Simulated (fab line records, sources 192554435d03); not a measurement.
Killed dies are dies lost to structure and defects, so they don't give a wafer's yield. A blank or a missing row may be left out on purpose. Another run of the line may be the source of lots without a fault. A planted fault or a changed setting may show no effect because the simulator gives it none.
Which tool did it? | flow n5_finfet | Sampling: 9 lots, 26 wafers, 7 of 1938 route steps

== WHAT THE GAUGES SHOWED, per wafer ==
N5_BEOL_M4_RC_MEAS_101.
lot  | measured     | on        | DIBL_N (mV/V)  | DIBL_P (mV/V)  | IOFF_N (nA/um)    | IOFF_P (nA/um)    | ION_N (uA/um) | ION_P (uA/um) | SS_N (mV/dec)  | SS_P (mV/dec)  | VT_N (mV)         | VT_P (mV)
L327 | day 7 12:20  | prober-02 | 36.5 35.7 34.8 | 36.8 35.0 33.1 | 0.164 0.142 0.129 | 0.203 0.183 0.157 | 671 672 667   | 460 457 451   | 71.8 70.8 71.7 | 72.7 73.3 73.5 | 246.1 247.2 250.9 | -251.8 -253.2 -255.5
L328 | day 8 08:17  | prober-01 | 36.1 35.8 37.7 | 35.6 36.2 38.1 | 0.155 0.145 0.185 | 0.203 0.211 0.249 | 683 671 689   | 462 461 471   | 71.5 70.9 71.6 | 72.9 72.7 73.9 | 248.2 248.5 246.0 | -249.9 -250.4 -247.5
L331 | day 8 17:25  | prober-02 | 35.5 34.8 36.0 | 34.7 33.8 35.1 | 0.126 0.121 0.137 | 0.169 0.164 0.182 | 658 664 672   | 450 457 459   | 70.6 69.9 70.4 | 72.4 72.7 72.3 | 250.9 252.8 252.8 | -255.3 -255.6 -254.5
L340 | day 11 01:43 | prober-02 | 38.5 38.4      | 37.1 37.0      | 0.182 0.186       | 0.229 0.229       | 678 671       | 466 459       | 72.4 72.5      | 73.8 73.3      | 249.7 249.1       | -249.3 -247.8
L339 | day 11 06:47 | prober-02 | 36.9 35.8 36.5 | 36.3 35.2 35.7 | 0.165 0.153 0.152 | 0.255 0.231 0.236 | 678 678 671   | 471 470 467   | 71.0 71.1 71.5 | 72.7 72.7 73.2 | 247.4 244.7 248.8 | -244.3 -244.4 -244.2
L344 | day 12 04:41 | prober-02 | 37.3 37.7 35.5 | 39.7 39.0 36.3 | 0.196 0.200 0.151 | 0.241 0.229 0.188 | 692 687 678   | 468 466 464   | 71.8 72.1 71.4 | 73.2 74.0 73.0 | 245.1 247.1 249.1 | -249.5 -250.1 -253.0
L345 | day 12 11:00 | prober-02 | 38.6 36.7 37.9 | 37.3 34.8 36.1 | 0.201 0.159 0.188 | 0.248 0.206 0.235 | 679 669 688   | 465 455 474   | 72.6 71.6 71.8 | 73.9 73.2 73.5 | 247.0 250.7 248.7 | -248.7 -250.7 -246.2
L346 | day 12 14:46 | prober-01 | 36.1 35.7 36.0 | 35.0 34.4 35.0 | 0.166 0.149 0.155 | 0.211 0.200 0.201 | 678 675 680   | 459 460 468   | 71.1 71.5 71.2 | 72.2 72.8 72.9 | 248.8 249.9 250.0 | -248.8 -248.3 -248.5
L350 | day 13 22:22 | prober-01 | 37.1 36.0 35.0 | 36.4 35.6 34.3 | 0.166 0.143 0.132 | 0.217 0.202 0.178 | 679 674 662   | 465 463 457   | 71.8 71.9 71.6 | 73.3 73.1 73.4 | 250.1 250.6 251.1 | -246.2 -248.4 -248.6

N5_BEOL_M11_INSPECT_30: inspects for defects (brightfield).
lot  | measured     | on                | raw_defect_count
L327 | day 9 21:04  | defect_inspect-01 | 349 287 298
L328 | day 10 15:43 | defect_inspect-02 | 316 394 383
L331 | day 10 19:52 | defect_inspect-01 | 396 568 341
L340 | day 13 11:50 | defect_inspect-01 | 377 370
L339 | day 13 16:28 | defect_inspect-01 | 498 330 349
L344 | day 14 15:31 | defect_inspect-02 | 427 479 447
L345 | day 14 18:52 | defect_inspect-01 | 352 332 344
L346 | day 15 02:01 | defect_inspect-01 | 266 373 417
L350 | day 16 08:37 | defect_inspect-01 | 424 459 374

N5_BEOL_M11_THK_MEAS_53: measures by xrf.
lot  | measured     | on            | M11_THK (nm)
L327 | day 10 01:51 | film_metro-02 | 140.2 138.8 142.6
L328 | day 10 21:23 | film_metro-02 | 139.9 138.2 139.0
L331 | day 10 23:37 | film_metro-02 | 143.1 139.2 137.4
L340 | day 13 14:49 | film_metro-01 | 138.9 256.5
L339 | day 13 20:05 | film_metro-02 | 245.7 146.3 141.9
L344 | day 14 19:53 | film_metro-02 | 134.7 143.8 139.6
L345 | day 14 23:40 | film_metro-01 | 138.8 142.2 135.8
L346 | day 15 06:50 | film_metro-02 | 140.7 135.0 135.8
L350 | day 16 12:43 | film_metro-02 | 139.1 140.4 137.9

N5_BEOL_M11_INSPECT_58: inspects for defects (darkfield).
lot  | measured     | on                | raw_defect_count
L327 | day 10 02:00 | defect_inspect-01 | 43 49 60
L328 | day 10 21:34 | defect_inspect-01 | 72 73 41
L331 | day 10 23:46 | defect_inspect-01 | 94 108 100
L340 | day 13 14:58 | defect_inspect-01 | 57 1078
L339 | day 13 20:14 | defect_inspect-01 | 1050 31 72
L344 | day 14 20:02 | defect_inspect-02 | 83 51 76
L345 | day 14 23:49 | defect_inspect-01 | 39 79 88
L346 | day 15 06:59 | defect_inspect-01 | 76 52 51
L350 | day 16 12:52 | defect_inspect-01 | 55 92 62

N5_BEOL_M12_THK_MEAS_01.
lot  | measured     | on            | M12_ILD_THK (nm)
L327 | day 10 02:10 | film_metro-01 | 655 673 661
L328 | day 10 21:44 | film_metro-02 | 645 651 653
L331 | day 10 23:59 | film_metro-01 | 663 664 666
L340 | day 13 15:08 | film_metro-01 | 648
L339 | day 13 20:24 | film_metro-02 | 667 664
L344 | day 14 20:13 | film_metro-02 | 660 655 669
L345 | day 14 23:59 | film_metro-01 | 659 662 665
L346 | day 15 07:12 | film_metro-02 | 650 663 664
L350 | day 16 13:02 | film_metro-02 | 655 651 663

== EACH LOT AND THE TOOL THAT RAN IT (in order: tool; ch and the chambers of the sampled wafers; start) ==
lot  | N5_BEOL_M11_PRE_CLEAN_45     | N5_BEOL_M11_CMP_52
L327 | pvd_sputter-03, day 10 00:17 | cmp-03 ch 0,1,2, day 10 01:38
L328 | pvd_sputter-02, day 10 17:27 | cmp-03 ch 0,1,2, day 10 21:05
L331 | pvd_sputter-02, day 10 21:17 | cmp-02 ch 0,2,3, day 10 23:19
L340 | pvd_sputter-01, day 13 13:15 | cmp-03 ch 0,1, day 13 14:32
L339 | pvd_sputter-02, day 13 17:58 | cmp-03 ch 0,2,3, day 13 19:52
L344 | pvd_sputter-01, day 14 17:22 | cmp-04 ch 2,3, day 14 19:36
L345 | pvd_sputter-02, day 14 20:52 | cmp-02 ch 0,2,3, day 14 23:27
L346 | pvd_sputter-01, day 15 03:58 | cmp-04 ch 1,2,3, day 15 06:37
L350 | pvd_sputter-01, day 16 09:50 | cmp-02 ch 0,3, day 16 12:25
- N5_BEOL_M11_PRE_CLEAN_45: time 30 s.
- N5_BEOL_M11_CMP_52: polishes, stops on SiCOH lowk, t overpolish 7 s, target thk 140 nm.

== WHAT THE TOOLS THEMSELVES READ (means of the sampled wafers that have a number; where no wafer has one, the mark that the record gives instead) ==
N5_BEOL_M11_PRE_CLEAN_45.
lot  | tool           | heater_power_w (W)
L327 | pvd_sputter-03 | 320
L328 | pvd_sputter-02 | 295
L331 | pvd_sputter-02 | 293
L340 | pvd_sputter-01 | 360
L339 | pvd_sputter-02 | 321
L344 | pvd_sputter-01 | 347
L345 | pvd_sputter-02 | 294
L346 | pvd_sputter-01 | 358
L350 | pvd_sputter-01 | 373

N5_BEOL_M11_CMP_52.
lot  | tool   | barrier_field_endpoint_s (s) | head_pressure_psi (psi) | motor_current_A (A) | overpolish_run_s (s) | time_to_endpoint_s (s)
L327 | cmp-03 | 29.8                         | 0.9979                  | 6.0                 | 7.006                | 68.2
L328 | cmp-03 | 29.9                         | 1.0003                  | 6.2                 | 6.990                | 70.5
L331 | cmp-02 | 30.4                         | 0.9998                  | 5.9                 | 7.002                | 67.5
L340 | cmp-03 | 38.0                         | 0.9988                  | 6.1                 | 3.517                | 77.0
L339 | cmp-03 | 35.4                         | 0.9997                  | 6.3                 | 4.679                | 71.7
L344 | cmp-04 | 29.0                         | 0.9997                  | 6.4                 | 7.003                | 65.5
L345 | cmp-02 | 29.3                         | 1.0019                  | 6.2                 | 7.013                | 68.7
L346 | cmp-04 | 28.7                         | 1.0010                  | 6.2                 | 6.999                | 68.1
L350 | cmp-02 | 28.3                         | 1.0024                  | 6.5                 | 7.005                | 64.8

== THE ANSWER, worked out from the rows above alone ==
Rule: usual is defined by the lots themselves. Put in order of their means at a reading, lots are off if they are a third of the lots or fewer, leave a main group of 4 or more, and stand apart from it by a gap of 3 or more times the standard deviation of the main group's means; of several such gaps the widest counts. The tables above print the reading to a certain number of digits; a main group whose means all agree to those digits is not used. A lot without any number at a reading at which 4 lots or more have one is off too. All remaining lots with rows at the step are treated as sound. After the gauges, taken in route order, come the tools' own readings; for these a lot's mean is taken, as printed above. At the first step where some lot is off, the reading lying furthest off is the one used; lots without a number count as furthest.
Off: L340, L339, at N5_BEOL_M11_THK_MEAS_53 (M11_THK). The main group has a mean of 139.2 nm with a standard deviation of 0.96.
A tool fits if, at a process step before that reading, it ran every lot that is off, and no sound lot after the first of them. The gauges at N5_BEOL_M11_THK_MEAS_53 aren't tried: what is off there is off at N5_BEOL_M11_INSPECT_58 too, on other tools, and a gauge's error can't cause that. One fits: cmp-03 at N5_BEOL_M11_CMP_52. Its last sound lot is L328 (day 10 21:05), its first lot that is off L340 (day 13 14:32): a fault that began between those two fits.
The tool's own readings at N5_BEOL_M11_CMP_52 bear it out: on the lots that are off they differ by more than 5 times the standard deviation of the sound lots' means. barrier_field_endpoint_s reads 36.7 s there against 29.3 s on the sound lots; overpolish_run_s reads 4.098 s there against 7.003 s on the sound lots.

== WHAT THE SIMULATOR HAD INSERTED ==
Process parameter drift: cmp-03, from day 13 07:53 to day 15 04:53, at N5_BEOL_M11_CMP_52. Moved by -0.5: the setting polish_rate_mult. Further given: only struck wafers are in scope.
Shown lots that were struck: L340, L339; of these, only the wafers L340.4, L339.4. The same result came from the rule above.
